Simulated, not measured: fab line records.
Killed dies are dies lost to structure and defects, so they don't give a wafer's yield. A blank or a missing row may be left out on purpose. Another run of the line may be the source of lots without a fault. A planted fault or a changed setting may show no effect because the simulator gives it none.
Chamber matching ; flow nand harc ; NHARC_A_BONDPAD_ETCH_34 on rie diel-07 has 4 sister chambers
The step etches the open film in N2/H2, target depth 60 nm, overetch 18 nm, time 65.91 s. 4 wafers are shown with their chamber, then 9 later ones without.

== WAFERS PAIRED WITH THEIR CHAMBERS ==
wafer;chamber;drypump motor current A (A)
L869.4;3;5.41
L871.1;1;5.51
L871.3;2;5.98
L871.6;0;5.86

== WAFERS WITHOUT THEIR CHAMBER ==
wafer;drypump motor current A (A)
L870.1;5.43
L870.4;6.01
L870.5;5.44
L874.1;5.87
L874.2;5.99
L874.3;5.48
L873.1;5.51
L873.3;6.03
L873.4;5.88

== WHICH CHAMBER EACH WENT THROUGH ==
wafer;from the rows above;in truth
L870.1;3;3
L870.4;2;2
L870.5;can't be placed: 3 or 1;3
L874.1;0;0
L874.2;2;2
L874.3;can't be placed: 1 or 3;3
L873.1;1;1
L873.3;2;2
L873.4;0;0
Placed correctly: 7 of 9. Unplaceable from these rows: 2, with the true chamber sitting among the candidates in 2. Number placed wrongly: 0.
How it was worked out, from the rows above alone: a wafer's distance from a chamber is the root of the sum, over the readings, of the square of ((its reading less the chamber's mean) divided by the reading's scatter). The wafer belongs to the nearest chamber; if the next one is less than 2 further off, it can't be placed. Each chamber's mean is taken over the wafers shown for it. The scatter: root of mean squared gap, hidden wafer to nearest shown wafer, with one shown wafer a chamber.
